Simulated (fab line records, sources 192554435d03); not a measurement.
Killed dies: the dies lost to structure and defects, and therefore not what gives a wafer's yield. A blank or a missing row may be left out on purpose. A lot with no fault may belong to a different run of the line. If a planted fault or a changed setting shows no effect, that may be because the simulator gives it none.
Comparing a struck lot with a sound one / flow n5_finfet / 26 steps out of a route of 1938
Sound: the wafers L167.2, L167.3, L167.4. Struck: wafers L175.1, L175.2, L175.6. The cause comes at the end.
At each step with rows: each side's tool, then ch and its chambers, then its first start. Under that, the readings that differ: sound wafers / struck wafers / difference of the means / sigmas: that difference in standard deviations of wafers without a fault.
alike: words and numbers the same on both sides, and readings whose means are apart by under 2 such deviations; not compared: readings that were withheld, readings missing a value for some wafer, numbers with overlapping values and no deviation given by the record, and bounds like >300 which may hide the same value.
A row with sigmas, a row that says differs or no value, or rows on one side alone: a step with any of these is where the two part. Numbers that have no deviation but don't overlap get no sigmas and don't part them. Lack of a reading on every wafer of one side parts them only where that side has two or more wafers.

N5_BEOL_M5_ETCH_72: etches underlayer in N2/H2, target depth 6.5 nm, time 5.2 s.
  sound on rie_diel-04 ch 0,1,2, day 10 12:04; struck on rie_diel-04 ch 0,3, day 12 07:37
  alike: drypump_motor_current_A, etch_rf_on_time_s, oes_product_au, rf_vpp_V, showerhead_plenum_p_Torr, throttle_valve_pct
  not compared: rf_hours_counter_h
then, 1 step without rows for these wafers: N5_BEOL_M5_ETCH_61 (etches SiARC in CF4, target depth 15.6 nm, time 26 s).
N5_BEOL_M5_ETCH_62: etches SOC in N2/H2, target depth 75 nm, overetch 15 nm, time 112.5 s.
  sound on rie_diel-04 ch 0,1,2, day 10 12:06; struck on rie_diel-04 ch 0,3, day 12 07:40
  alike: drypump_motor_current_A, oes_product_au, rf_vpp_V, showerhead_plenum_p_Torr, temp_c, throttle_valve_pct
  not compared: rf_hours_counter_h
then, 2 steps without rows for these wafers: N5_BEOL_M5_STRIP_63 (strips in N2/H2); N5_BEOL_M5_STRIP_73 (strips in N2/H2).
N5_BEOL_M5_STRIP_64: strips in CF4.
  sound on rie_diel-04 ch 0,1,2, day 10 12:14; struck on rie_diel-04 ch 0,3, day 12 07:47
  alike: drypump_motor_current_A, oes_product_au, rf_vpp_V, showerhead_plenum_p_Torr, throttle_valve_pct
  not compared: rf_hours_counter_h
then, 2 steps without rows for these wafers: N5_BEOL_M5_HM_OPEN_17 (chemistry Cl2/BCl3, target TiN, target depth 20 nm, overetch 6 nm); N5_BEOL_M5_STRIP_19 (strips in O2).
N5_BEOL_M5_CD_MEAS_18: pitch 56 nm, target cd 28 nm.
  sound on cd_sem-01 at day 10 12:30; struck on cd_sem-03 at day 12 08:01
  alike: cd_nm
then, 3 steps without rows for these wafers: N5_BEOL_M5_COAT_65 (time 60 s, resist thk 60 nm); N5_BEOL_M5_COAT_66 (time 60 s, resist thk 12 nm); N5_BEOL_M5_COAT_74 (time 60 s, resist thk 5 nm).
N5_BEOL_M5_COAT_22: resist thk 30 nm.
  sound on litho_track-05 ch 0, day 10 12:56; struck on litho_track-02 ch 0, day 12 08:15
reading=spin_speed_rpm (rpm); sound=1500.5 1498.8 1498.7; struck=1621.5 1622.0 1622.2; difference=+122.6; sigmas=+99 or more
reading=model.CAR-EUV_of_BEOL_M5_COAT_22.thk_nm (nm); sound=30 30 30; struck=28.8 28.8 28.8; difference=-1.2; sigmas=
then, 5 steps without rows for these wafers: N5_BEOL_M5_EBR_24; N5_BEOL_M5_SOFTBAKE_23 (time 60 s); N5_BEOL_M5_EXPOSE_25 (exposes mask V4, defocus 10 nm); N5_BEOL_M5_PEB_26 (peb time 60 s); N5_BEOL_M5_DEVELOP_27 (develop time 30 s).
N5_BEOL_M5_CD_MEAS_28: target cd 30.6 nm, target cd y 20 nm.
  sound on cd_sem-01 ch 0, day 10 13:12; struck on cd_sem-02 ch 0, day 12 08:31
  alike: cd_nm
N5_BEOL_M5_OVL_MEAS_29:
  sound on overlay-02 ch 0, day 10 13:16; struck on overlay-01 ch 0, day 12 08:33
  alike: V4_OVL
N5_BEOL_M5_INSPECT_30: inspects for defects (brightfield).
  sound on defect_inspect-02 at day 10 13:19; struck on defect_inspect-02 at day 12 08:37
  alike: raw_defect_count
then, 1 step without rows for these wafers: N5_BEOL_M5_DESCUM_33 (chemistry O2, time 7 s).
N5_BEOL_M5_ETCH_75: etches underlayer in N2/H2, target depth 6.5 nm, time 5.2 s.
  sound on rie_diel-03 ch 1,2,3, day 10 13:41; struck on rie_diel-04 ch 0,3, day 12 08:41
  alike: drypump_motor_current_A, etch_rf_on_time_s, oes_product_au, rf_vpp_V, showerhead_plenum_p_Torr, throttle_valve_pct
  not compared: rf_hours_counter_h
N5_BEOL_M5_ETCH_67: etches SiARC in CF4, target depth 15.6 nm, time 26 s.
  sound on rie_diel-03 ch 1,2,3, day 10 13:43; struck on rie_diel-04 ch 0,3, day 12 08:41
reading=model.CAR-EUV_of_BEOL_M5_COAT_22.thk_nm (nm); sound=11.2 11.2 11.2; struck=10 10 10; difference=-1; sigmas=
  alike: drypump_motor_current_A, etch_rf_on_time_s, oes_product_au, rf_vpp_V, showerhead_plenum_p_Torr, throttle_valve_pct
  not compared: rf_hours_counter_h
N5_BEOL_M5_ETCH_68: etches SOC in N2/H2, target depth 80 nm, overetch 16 nm, time 120 s.
  sound on rie_diel-03 ch 1,2,3, day 10 13:44; struck on rie_diel-04 ch 0,3, day 12 08:43
  alike: drypump_motor_current_A, oes_product_au, rf_vpp_V, showerhead_plenum_p_Torr, temp_c, throttle_valve_pct
  not compared: rf_hours_counter_h
-- the record jumps here: 4 days lie between the struck wafers' starts before and after (it left off in module BEOL_M5 and takes up again in module PASSIVATION, whose first step shown is number 1936 of the route) --
N5_PASSIVATION_PROBE_49:
  sound on prober-02 at day 14 13:32; struck on prober-01 at day 16 13:23
  alike: defect_limited_yield, killed_at_M0_to_M3, killed_at_M4_up, killed_at_contacts, killed_at_front_end, killed_at_other, killed_dies, killed_open, killed_short, sort_bin_5_function, sort_bin_6_memory, sort_n_pass, sort_yield_pct

## WHERE THEY PART
Only at N5_BEOL_M5_COAT_22, within this record. Later steps at which nothing parts them and some readings are alike: N5_BEOL_M5_CD_MEAS_28, N5_BEOL_M5_OVL_MEAS_29, N5_BEOL_M5_INSPECT_30, N5_BEOL_M5_ETCH_75, N5_BEOL_M5_ETCH_67, N5_BEOL_M5_ETCH_68, N5_PASSIVATION_PROBE_49.

WHY: whatever the simulator had introduced
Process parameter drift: litho_track-02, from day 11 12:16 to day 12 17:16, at N5_BEOL_M5_COAT_22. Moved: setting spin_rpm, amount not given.
